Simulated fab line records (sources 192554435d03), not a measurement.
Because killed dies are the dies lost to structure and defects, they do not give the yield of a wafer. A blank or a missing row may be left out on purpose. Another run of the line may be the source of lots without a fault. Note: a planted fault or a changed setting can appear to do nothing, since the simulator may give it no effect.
Split-lot study ; flow n5-finfet ; 21 wafers read from 7 lots, route of 1938 steps

## THE SPLIT
At N5_BEOL_M0_CUTY_COAT_51 (resist thk 150 nm), the setting spin-rpm was moved away from the recipe's 1500 rpm on 8 of the 21 wafers read, by -6.8% to +5.4%. The other wafers ran this setting at the recipe's value.

## FROM THE SPLIT TO THE READING: what the file shows between them, 6 steps
- N5_BEOL_M0_CUTY_EBR_52
- N5_BEOL_M0_CUTY_SOFTBAKE_53: time 60 s
- N5_BEOL_M0_CUTY_EXPOSE_54: exposes mask M0 ABLK
- N5_BEOL_M0_CUTY_PEB_55: peb time 60 s
- N5_BEOL_M0_CUTY_DEVELOP_56: develop time 30 s
- N5_BEOL_M0_CUTY_DESCUM_61: chemistry O2, time 7.9 s (also split here: time-s)

## THE READING
CAR-ArF-block_of_BEOL_M0_CUTY_COAT_51.thk-nm (the simulator's own value, which no gauge read), in nm, at N5_BEOL_M0_CUTY_ETCH_62 (etches SiARC in CF4, time 58.5 s). The file does not state a usual value for it. The 13 wafers here that ran the recipe average 117.7 nm, standard deviation 0.55 nm.

wafer;tool, chamber at the split;spin-rpm as run, rpm;against the recipe;CAR-ArF-block_of_BEOL_M0_CUTY_COAT_51.thk-nm, nm;against lot-mates on the recipe
L075.2;litho-track-01, 0;1559;+3.9%;115.6;-3.0
L075.3;litho-track-01, 0;1559;+3.9%;115.6;-3.0
L075.5;litho-track-01, 0;1500;recipe;118.6;-
L080.1;litho-track-05, 0;1500;recipe;117.2;-
L080.3;litho-track-05, 0;1500;recipe;117;-
L080.5;litho-track-05, 0;1500;recipe;117.6;-
L084.1;litho-track-05, 0;1500;recipe;117.6;-
L084.4;litho-track-05, 0;1500;recipe;117.8;-
L084.5;litho-track-05, 0;1500;recipe;117.8;-
L091.1;litho-track-02, 0;1500;recipe;117.8;-
L091.3;litho-track-02, 0;1581;+5.4%;115;-2.8
L091.5;litho-track-02, 0;1581;+5.4%;114.2;-3.6
L095.2;litho-track-01, 0;1398;-6.8%;123.6;no lot-mate on the recipe
L095.3;litho-track-01, 0;1398;-6.8%;123.8;no lot-mate on the recipe
L095.4;litho-track-01, 0;1398;-6.8%;123.4;no lot-mate on the recipe
L096.1;litho-track-01, 0;1500;recipe;117.4;-
L096.4;litho-track-01, 0;1500;recipe;118;-
L096.5;litho-track-01, 0;1500;recipe;116.8;-
L097.1;litho-track-05, 0;1500;recipe;118.6;-
L097.2;litho-track-05, 0;1500;recipe;118.4;-
L097.6;litho-track-05, 0;1554;+3.6%;115.6;-2.9

FIT RESULTS
A straight line over all 21 wafers: CAR-ArF-block_of_BEOL_M0_CUTY_COAT_51.thk-nm changes by -0.741 nm for each +1% of spin-rpm; r = -0.97; the points scatter about the line by 0.62 nm.
The same after taking each lot's own level away (the mean of its wafers on the recipe; 18 wafers): -0.665 nm for each +1%; r = -0.97; scatter 0.36 nm.
Per that fit: largest spin-rpm move, reading shift of 4.5 nm.
The span of the lots' own levels, 117.27 to 118.60 nm, comes to 2.4 times the standard deviation stated above.
Hence the slope depends on the lot-to-lot level, as the two fits are not the same.
Check: -3.95 nm against its lot-mates is what the line predicts for one of the wafers moved furthest among these (+5.4%) when that wafer is left out of the fit. Against them it came out at -2.8 nm.

## ADDITIONAL SPLITS CARRIED BY THESE WAFERS
Before the reading, these wafers also passed through other splits. Each is held against what the fit with the lots' levels taken away leaves over:
other split on the same wafers;wafers away from the commonest value;r with CAR-ArF-block_of_BEOL_M0_CUTY_COAT_51.thk-nm (lot level and that fit taken away)
N5_MOL_CONTACT_COAG_EXPOSE_81 dose-mj;4;+0.11
N5_MOL_CONTACT_COAG_CVD_140 target-thk-a;6;+0.16
N5_BEOL_M0_SAQP_HM_DEP_02 target-thk-a;9;-0.33
N5_BEOL_M0_SAQP_ETCH_107 bias-w;6;+0.01
N5_BEOL_M0_SAQP_SPACER2_ALD_26 target-thk-a;6;+0.07
N5_BEOL_M0_CUTY_DESCUM_61 time-s;5;-0.06

## THE WHOLE CHAIN: every reading that the file lists as answering this split, in the file's order
step;what it does;reading;change (the file's fit);r (the file's)
N5_BEOL_M0_CUTY_COAT_51;resist thk 150 nm;CAR-ArF-block_of_BEOL_M0_CUTY_COAT_51.thk-nm (the simulator's own value, which no gauge read);-0.732 nm for each +1% of the setting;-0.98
N5_BEOL_M0_CUTY_DEVELOP_56;develop time 30 s;CAR-ArF-block_of_BEOL_M0_CUTY_COAT_51.thk-nm (the simulator's own value, which no gauge read);-0.736 nm for each +1% of the setting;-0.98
N5_BEOL_M0_CUTY_DESCUM_61;chemistry O2, time 7.9 s;CAR-ArF-block_of_BEOL_M0_CUTY_COAT_51.thk-nm (the simulator's own value, which no gauge read);-0.648 nm for each +1% of the setting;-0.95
N5_BEOL_M0_CUTY_ETCH_62;etches SiARC in CF4, time 58.5 s;CAR-ArF-block_of_BEOL_M0_CUTY_COAT_51.thk-nm (the simulator's own value, which no gauge read);-0.686 nm for each +1% of the setting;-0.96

## THE FILE'S OWN FIT
CAR-ArF-block_of_BEOL_M0_CUTY_COAT_51.thk-nm changes by -0.686 nm for each +1% of spin-rpm, r = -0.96.
